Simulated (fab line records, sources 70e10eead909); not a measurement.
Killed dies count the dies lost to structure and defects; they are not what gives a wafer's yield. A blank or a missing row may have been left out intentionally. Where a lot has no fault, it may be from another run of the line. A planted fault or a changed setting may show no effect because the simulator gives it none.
fab line records	flow nandHarc	part 1 of 2: steps 1 to 3 of 6
record: lots: 22	wafers: 66	lastDay: 24
route steps=1159 shown A_STAIRCASE@726 A_SGD_CUT@761 A_SLIT@794 A_WL_FILL@810
lots with no fault: from the same line, run without faults
startH: start of the lot's first displayed wafer, in hours after the record's first day	waitH: hours from the lot's prior step to this one	" as in the row above	L1.1+2: several wafers, shown together as one row	- either no value or no given start	* or withheld: withheld	< > ~ a bound
route shown NAME@n: a module of which the file shows steps, and the number in the route of the first	usual: the fault-free wafers' mean and standard deviation	same: alike in all rows	chamber/n: place in a boat	sites: the reading at each site	_std_site: the standard deviation of these	_edge_site: mean of outer sites minus mean of inner sites	radiusMm: how far each site lies from the wafer's centre	mask NAME#n: copy n	behind: the last tool/chamber to shape the wafer	hold: cause of the lot's hold/its duration in hours/its outcome	device: whichever transistor did not switch (one of n, p or np)	end of line: the tests these same wafers got at the end of their route	a step without rows: its recipe alone	killed: the dies lost at the first sort to structure and to defects; this is not the yield of the wafer	map: the dies of a wafer, with x for killed, . for not killed, _ for no die there
set.NAME: the setting the step ran with; set.NAME@STEP: the setting that earlier step ran with	model.NAME: the simulator's own value behind a step, which no gauge read
route steps across a sampled set of lots; one table per step, one row per wafer
services: a tool's chamber out of use, with start hour (startH, from the record's first day; less than 0 if before it), hours out, and reason
== steps ==
step: NHARC_A_STAIRCASE_DESCUM_443
recipe: timeS: 3	o2FlowSccm: 200	arFlowSccm: 0	biasPowerW: 0	chemistry: O2
usual: drypumpMotorCurrentA: 5.6/0.53	oesProductAu: 0.996/0.011	rfVppV: 57.8/0.97	showerheadPlenumPTorr: 1.94/0.091	throttleValvePct: 11.311/0.0094
lot.wafer	tool	chamber	startH	waitH	drypumpMotorCurrentA	oesProductAu	rfHoursCounterH	rfVppV	showerheadPlenumPTorr	throttleValvePct
L074.1	rieDiel-02	1	298.07	-	5.2	0.981	38	57.7	1.80	11.319
L074.5	"	3	"	"	6.6	0.997	-	56.8	1.82	11.298
L074.6	"	0	"	"	4.9	0.994	-	55.9	2.06	11.301
L075.2	rieDiel-08	1	298.20	-	5.2	1.013	61	57.5	1.87	11.314
L075.4	"	3	"	"	6.0	0.997	66	58.6	1.97	11.303
L075.1	"	0	"	"	5.5	0.995	63	58.3	1.95	11.304
L076.4	rieDiel-08	3	319.67	-	6.0	0.997	4	58.0	1.97	11.304
L076.3	"	2	"	"	5.6	1.001	4	59.4	2.08	11.329
L076.5	"	0	"	"	5.5	0.993	-	57.5	1.95	11.313
L077.2	rieDiel-02	3	319.99	-	6.6	0.994	62	57.8	1.82	11.331
L077.3	"	0	"	"	4.9	0.989	55	57.5	2.06	11.320
L077.4	"	1	"	"	5.2	0.976	48	57.1	1.80	11.297
L078.4	rieDiel-08	3	330.59	-	6.0	1.004	10	59.2	1.97	11.325
L078.2	"	0	"	"	5.6	1.005	10	58.0	1.95	11.312
L078.5	"	3	"	"	6.0	0.988	-	56.6	1.97	11.305
L080.3	rieDiel-08	1	330.66	-	5.2	1.008	11	56.8	1.87	11.305
L080.5	"	1	"	"	5.2	1.000	-	58.7	1.87	11.312
L080.6	"	2	"	"	5.6	1.006	-	57.6	2.07	11.312
L081.4	rieDiel-08	2	346.22	-	5.6	1.006	18	60.2	2.07	11.311
L081.3	"	0	"	"	5.5	1.005	19	59.2	1.95	11.314
L081.6	"	3	"	"	6.0	0.994	-	57.5	1.97	11.306
L082.3	rieDiel-01	1	361.33	-	5.6	1.015	13	58.2	1.91	11.299
L082.2	"	2	"	"	5.5	0.988	11	56.3	1.88	11.304
L082.6	"	3	"	"	5.0	1.001	-	58.0	1.95	11.314
L083.1	rieDiel-02	3	361.53	-	6.6	0.983	7	57.4	1.82	11.310
L083.2	"	2	"	"	6.5	0.978	7	59.8	1.95	11.311
L083.5	"	3	"	"	6.6	0.996	-	58.0	1.82	11.320
L086.4	rieDiel-01	3	374.52	-	5.0	0.996	19	58.4	1.95	11.300
L086.2	"	1	"	"	5.6	1.006	17	56.4	1.91	11.302
L086.3	"	2	"	"	5.5	0.985	16	57.9	1.88	11.309
L087.2	rieDiel-08	1	384.86	-	5.2	0.996	32	56.8	1.86	11.316
L087.1	"	2	"	"	5.7	0.996	30	58.4	2.07	11.316
L087.3	"	0	"	"	5.5	0.984	31	57.6	1.94	11.306
L084.2	rieDiel-02	3	384.89	-	6.6	0.999	15	58.0	1.81	11.314
L084.1	"	1	"	"	5.2	0.978	13	57.9	1.80	11.335
L084.5	"	0	"	"	4.9	1.018	-	57.1	2.05	11.319
L085.3	rieDiel-02	1	384.95	-	5.2	0.977	13	56.3	1.80	11.318
L085.1	"	2	"	"	6.5	0.995	13	57.9	1.95	11.305
L085.4	"	3	"	"	6.6	1.014	15	59.2	1.82	11.301
L092.4	rieDiel-01	3	401.52	-	5.0	0.989	31	56.9	1.95	11.319
L092.2	"	1	"	"	5.6	1.012	29	58.0	1.91	11.318
L092.5	"	3	"	"	5.0	0.998	-	56.9	1.95	11.324
L088.2	rieDiel-08	0	401.59	-	5.5	0.997	38	58.1	1.94	11.294
L088.3	"	2	"	"	5.6	0.994	37	58.0	2.06	11.302
L088.6	"	3	"	"	6.0	0.999	-	56.9	1.96	11.297
L091.3	rieDiel-02	0	401.64	-	4.9	1.010	22	56.9	2.05	11.303
L091.4	"	0	"	"	4.9	1.007	-	57.7	2.05	11.315
L091.6	"	1	"	"	5.2	0.973	-	56.5	1.79	11.314
L089.4	rieDiel-01	1	403.11	-	5.6	1.003	31	57.4	1.91	11.316
L089.2	"	2	"	"	5.5	0.985	29	58.4	1.88	11.326
L089.5	"	1	"	"	5.6	1.016	-	57.7	1.91	11.315
L093.2	rieDiel-08	1	406.87	-	5.2	1.004	43	59.3	1.86	11.320
L093.3	"	2	"	"	5.6	0.992	41	56.8	2.06	11.331
L093.5	"	1	"	"	5.2	1.005	-	58.1	1.86	11.314
L094.1	rieDiel-08	3	426.46	-	6.0	0.992	45	57.7	1.96	11.305
L094.4	"	2	"	"	5.6	0.992	48	59.3	2.06	11.316
L094.6	"	0	"	"	5.5	0.999	-	57.8	1.94	11.320
L095.1	rieDiel-02	3	426.63	-	6.6	0.995	25	56.3	1.81	11.283
L095.6	"	1	"	"	5.2	0.971	-	56.8	1.79	11.309
L095.4	"	0	"	"	4.9	1.018	-	58.2	2.05	11.304
L096.1	rieDiel-08	0	438.93	-	5.6	0.988	52	56.5	1.94	11.310
L096.4	"	1	"	"	5.2	1.005	54	57.8	1.85	11.326
L096.6	"	1	"	"	5.3	1.006	-	58.1	1.85	11.323
L097.1	rieDiel-01	2	439.16	-	5.5	0.995	40	59.2	1.88	11.318
L097.4	"	3	"	"	5.0	1.000	43	56.3	1.94	11.308
L097.6	"	2	"	"	5.5	0.992	-	57.3	1.88	11.301
step: NHARC_A_SGD_CUT_DESCUM_14
recipe: timeS: 3	o2FlowSccm: 200	arFlowSccm: 0	biasPowerW: 0	chemistry: O2
usual: drypumpMotorCurrentA: 5.53/0.24	oesProductAu: 0.997/0.01	rfVppV: 57.9/0.83	showerheadPlenumPTorr: 1.94/0.093	throttleValvePct: 11.312/0.0092
lot.wafer	tool	chamber	startH	waitH	drypumpMotorCurrentA	oesProductAu	rfHoursCounterH	rfVppV	showerheadPlenumPTorr	throttleValvePct
L074.1	rieDiel-11	1	304.23	0.1	5.53	0.988	12	57.0	1.90	11.304
L074.5	"	2	"	"	5.59	0.981	-	57.9	1.83	11.291
L074.6	"	3	"	"	5.91	0.999	-	56.9	1.86	11.320
L075.4	rieDiel-06	1	304.46	0.1	5.85	0.995	3	58.2	2.06	11.309
L075.2	"	3	"	"	5.40	0.995	3	56.8	2.02	11.319
L075.1	"	0	"	"	5.18	0.986	3	58.9	1.98	11.308
L076.3	rieDiel-06	0	325.72	0.1	5.18	0.982	5	56.8	1.98	11.303
L076.4	"	1	"	"	5.86	0.995	5	57.8	2.06	11.321
L076.5	"	3	"	"	5.33	0.997	-	58.7	2.02	11.306
L077.4	rieDiel-09	1	326.06	0.1	5.71	1.003	5	57.3	2.05	11.300
L077.3	"	2	"	"	5.79	1.000	5	56.7	1.79	11.326
L077.2	"	3	"	"	5.54	1.012	6	57.5	1.82	11.314
L078.4	rieDiel-09	1	337.20	0.1	5.74	1.006	6	57.8	2.05	11.326
L078.2	"	2	"	"	5.82	1.002	6	57.3	1.79	11.317
L078.5	"	1	"	"	5.73	1.003	-	58.9	2.05	11.303
L080.3	rieDiel-06	0	338.39	0.1	5.18	0.999	6	57.3	1.98	11.292
L080.5	"	3	"	"	5.32	0.988	-	58.1	2.02	11.303
L080.6	"	0	"	"	5.16	0.992	-	57.9	1.97	11.309
L081.4	rieDiel-09	0	352.26	0.1	5.38	0.998	8	56.5	1.94	11.314
L081.3	"	3	"	"	5.54	1.006	9	57.6	1.82	11.313
L081.6	"	1	"	"	5.74	1.024	-	58.7	2.05	11.327
L082.3	rieDiel-09	3	368.65	0.1	5.52	1.017	10	58.2	1.82	11.325
L082.2	"	0	"	"	5.36	0.993	9	57.0	1.94	11.314
L082.6	"	1	"	"	5.72	1.018	-	58.4	2.05	11.308
L083.2	rieDiel-06	0	368.98	0.1	5.17	1.003	7	57.7	1.98	11.311
L083.1	"	3	"	"	5.34	0.999	8	58.1	2.02	11.306
L083.5	"	1	"	"	5.85	0.995	-	58.3	2.06	11.303
L086.2	rieDiel-06	1	380.74	0.1	5.85	0.995	9	58.6	2.06	11.331
L086.4	"	2	"	"	5.38	0.996	8	58.4	1.88	11.325
L086.3	"	3	"	"	5.41	0.999	9	56.5	2.02	11.307
L084.1	rieDiel-09	0	391.08	0.1	5.39	0.990	12	57.3	1.94	11.301
L084.2	"	1	"	"	5.74	1.004	11	57.3	2.05	11.314
L084.5	"	0	"	"	5.37	0.991	-	57.7	1.94	11.300
L087.3	rieDiel-06	0	391.25	0.1	5.16	1.010	9	56.7	1.97	11.301
L087.1	"	1	"	"	5.85	0.994	9	59.6	2.06	11.320
L087.2	"	2	"	"	5.39	0.999	8	56.9	1.88	11.322
L085.1	rieDiel-06	1	392.83	0.1	5.84	0.992	10	58.2	2.06	11.307
L085.4	"	2	"	"	5.36	1.004	9	58.0	1.88	11.312
L085.3	"	3	"	"	5.40	1.003	10	57.9	2.02	11.308
L092.4	rieDiel-06	3	407.39	0.1	5.38	0.998	11	57.8	2.02	11.307
L092.2	"	2	"	"	5.37	0.992	10	59.7	1.88	11.323
L092.5	"	3	"	"	5.39	0.981	-	57.8	2.02	11.303
L088.3	rieDiel-11	1	407.81	0.1	5.52	0.996	4	57.7	1.90	11.309
L088.2	"	3	"	"	5.90	1.008	4	58.3	1.86	11.298
L088.6	"	1	"	"	5.52	0.993	-	57.4	1.90	11.319
L089.4	rieDiel-06	0	408.98	0.1	5.18	1.004	11	58.4	1.97	11.307
L089.2	"	1	"	"	5.84	0.997	11	58.9	2.06	11.321
L089.5	"	3	"	"	5.36	0.999	-	58.1	2.02	11.318
L091.3	rieDiel-11	0	409.93	0.1	5.39	0.999	4	58.4	1.81	11.296
L091.4	"	2	"	"	5.57	0.994	3	57.6	1.82	11.322
L091.6	"	3	"	"	5.90	0.991	-	57.8	1.86	11.313
L093.2	rieDiel-11	3	412.80	0.1	5.91	0.996	5	56.0	1.86	11.318
L093.3	"	1	"	"	5.48	1.004	4	57.7	1.90	11.304
L093.5	"	3	"	"	5.92	1.007	-	56.4	1.86	11.330
L094.1	rieDiel-06	3	433.04	0.1	5.37	0.970	1	57.9	2.02	11.314
L094.6	"	1	"	"	5.86	0.982	-	59.5	2.06	11.306
L094.4	"	2	"	"	5.39	0.982	-	56.7	1.88	11.312
L095.1	rieDiel-06	1	433.84	0.2	5.86	0.993	0	59.3	2.06	11.311
L095.6	"	2	"	"	5.39	0.975	-	57.2	1.88	11.315
L095.4	"	3	"	"	5.39	0.978	-	58.7	2.02	11.306
L096.4	rieDiel-06	0	444.87	0.1	5.16	1.001	1	58.8	1.97	11.306
L096.1	"	2	"	"	5.35	0.988	2	58.0	1.88	11.315
L096.6	"	3	"	"	5.37	0.980	-	57.7	2.02	11.325
L097.1	rieDiel-11	0	445.18	0.1	5.39	0.996	9	56.1	1.81	11.312
L097.4	"	2	"	"	5.58	0.990	8	58.0	1.82	11.314
L097.6	"	3	"	"	5.90	0.998	-	58.8	1.86	11.312
step: NHARC_A_SLIT_ETCH_24
recipe: targetDepthA: 1210	timeS: 60.5	cf4FlowSccm: 100	chf3FlowSccm: 30	arFlowSccm: 0	rfW: 500	biasW: 200	chemistry: CF4/CHF3
usual: cf4FlowSccm: 100.0/0.3	drypumpMotorCurrentA: 5.8/0.51	oesProductAu: 0.961/0.021	rfVppV: 369.9/2.4	showerheadPlenumPTorr: 1.55/0.066	throttleValvePct: 16.803/0.0094
lot.wafer	tool	chamber	startH	waitH	cf4FlowSccm	drypumpMotorCurrentA	oesProductAu	rfHoursCounterH	rfVppV	showerheadPlenumPTorr	throttleValvePct
L074.1	rieDiel-12	3	315.98	0.1	99.7	6.2	0.959	6	373.6	1.68	16.789
L074.6	"	1	"	"	100.0	5.8	0.962	-	366.0	1.47	16.792
L074.5	"	3	"	"	99.9	6.2	0.963	-	374.3	1.68	16.805
L075.2	rieDiel-13	1	316.30	0.1	99.7	6.0	0.991	3	370.6	1.59	16.808
L075.4	"	3	"	"	100.4	5.0	0.971	3	368.6	1.53	16.783
L075.1	"	0	"	"	100.0	6.6	0.984	3	367.7	1.48	16.814
L077.3	rieDiel-04	1	335.21	0.1	100.2	5.3	0.960	3	372.1	1.60	16.807
L077.2	"	3	"	"	99.5	6.0	0.956	4	370.6	1.58	16.794
L077.4	"	1	"	"	100.3	5.3	0.949	-	370.0	1.60	16.815
L076.3	rieDiel-13	3	335.24	0.1	100.0	5.0	0.939	5	369.1	1.53	16.802
L076.4	"	3	"	"	99.4	5.1	0.928	-	370.1	1.53	16.815
L076.5	"	2	"	"	99.9	5.9	0.935	-	366.4	1.48	16.791
L080.3	rieDiel-04	3	349.05	0.1	99.7	6.0	0.914	5	370.0	1.58	16.801
L080.5	"	0	"	"	100.4	5.8	0.911	-	370.4	1.57	16.822
L080.6	"	1	"	"	99.7	5.3	0.924	-	370.7	1.60	16.808
L078.2	rieDiel-12	2	351.90	0.1	100.1	6.6	0.939	8	373.0	1.65	16.810
L078.4	"	2	"	"	100.2	6.6	0.937	-	374.7	1.65	16.803
L078.5	"	0	"	"	99.8	5.7	0.939	-	368.0	1.51	16.790
L081.4	rieDiel-04	0	362.21	0.1	100.3	5.8	0.967	4	371.3	1.57	16.803
L081.3	"	3	"	"	99.4	6.0	0.957	6	370.2	1.58	16.802
L081.6	"	0	"	"	100.0	5.8	0.958	-	370.8	1.57	16.814
L082.3	rieDiel-04	0	378.78	0.1	99.9	5.8	0.955	5	370.9	1.57	16.797
L082.2	"	1	"	"	100.4	5.3	0.960	6	371.2	1.60	16.800
L082.6	"	3	"	"	100.5	6.0	0.946	-	370.1	1.58	16.797
L083.2	rieDiel-12	0	378.94	0.1	100.3	5.7	0.975	9	369.0	1.51	16.787
L083.1	"	2	"	"	99.9	6.6	0.963	9	372.5	1.65	16.797
L083.5	"	0	"	"	100.2	5.6	0.988	-	367.1	1.51	16.797
L086.3	rieDiel-13	3	390.69	0.1	100.7	5.0	1.001	9	368.5	1.53	16.823
L086.2	"	0	"	"	99.8	6.7	0.980	7	366.3	1.48	16.800
L086.4	"	1	"	"	100.0	6.0	0.977	9	371.0	1.59	16.804
L087.2	rieDiel-13	2	402.07	0.1	100.4	5.9	0.984	10	367.1	1.47	16.820
L087.1	"	0	"	"	99.9	6.7	0.980	7	368.2	1.48	16.818
L087.3	"	1	"	"	100.7	5.9	0.993	10	371.8	1.59	16.780
L084.1	rieDiel-12	0	402.47	0.1	99.8	5.7	0.979	0	367.5	1.51	16.802
L084.2	"	1	"	"	100.2	5.8	0.961	0	366.9	1.47	16.797
L084.5	"	0	"	"	99.9	5.7	0.992	-	367.5	1.51	16.794
L085.1	rieDiel-13	0	403.03	0.1	100.4	6.7	0.963	8	368.9	1.48	16.803
L085.4	"	2	"	"	100.2	5.9	0.989	10	367.6	1.47	16.804
L085.3	"	3	"	"	100.0	5.0	0.994	10	370.0	1.53	16.809
L088.2	rieDiel-13	2	419.04	0.1	100.1	5.9	0.959	11	367.6	1.47	16.796
L088.3	"	0	"	"	99.9	6.6	0.981	9	367.4	1.48	16.807
L088.6	"	3	"	"	99.9	5.0	0.980	-	368.1	1.53	16.789
L092.4	rieDiel-04	3	419.70	0.1	99.7	6.0	0.982	10	371.7	1.58	16.797
L092.2	"	1	"	"	100.2	5.3	0.966	9	371.8	1.60	16.803
L092.5	"	2	"	"	100.1	4.7	0.965	-	370.2	1.53	16.804
L089.2	rieDiel-13	2	420.75	0.1	100.4	5.9	0.973	11	368.1	1.47	16.794
L089.4	"	1	"	"	100.4	5.9	0.990	12	371.4	1.59	16.795
L089.5	"	2	"	"	100.3	5.9	0.986	-	367.1	1.47	16.800
L091.3	rieDiel-04	1	421.69	0.1	100.0	5.3	0.945	9	371.6	1.60	16.806
L091.4	"	2	"	"	100.2	4.8	0.951	9	367.5	1.53	16.815
L091.6	"	1	"	"	99.9	5.4	0.957	-	370.7	1.59	16.810
L093.3	rieDiel-12	0	427.20	0.1	100.3	5.7	0.993	2	367.4	1.51	16.796
L093.2	"	3	"	"	100.2	6.2	0.989	2	373.6	1.68	16.808
L093.5	"	1	"	"	99.7	5.7	0.959	-	366.3	1.47	16.791
L094.1	rieDiel-12	0	443.63	0.1	99.9	5.7	0.952	3	366.6	1.51	16.815
L094.4	"	1	"	"	100.2	5.8	0.979	4	367.4	1.47	16.795
L094.6	"	2	"	"	100.4	6.7	0.987	-	373.4	1.64	16.807
L095.1	rieDiel-13	0	444.21	0.1	99.9	6.6	0.921	11	366.6	1.48	16.800
L095.4	"	3	"	"	100.1	5.0	0.928	14	368.8	1.53	16.809
L095.6	"	1	"	"	99.9	6.0	0.938	-	370.8	1.59	16.815
L096.4	rieDiel-04	0	454.68	0.1	99.8	5.8	0.976	11	370.8	1.56	16.804
L096.1	"	2	"	"	100.4	4.8	0.965	12	370.8	1.53	16.798
L096.6	"	0	"	"	99.9	5.8	0.965	-	369.3	1.56	16.812
L097.1	rieDiel-12	0	455.24	0.1	99.9	5.6	0.973	4	368.6	1.51	16.809
L097.4	"	1	"	"	100.5	5.7	0.979	5	366.9	1.47	16.810
L097.6	"	0	"	"	100.0	5.7	0.975	-	368.1	1.50	16.798
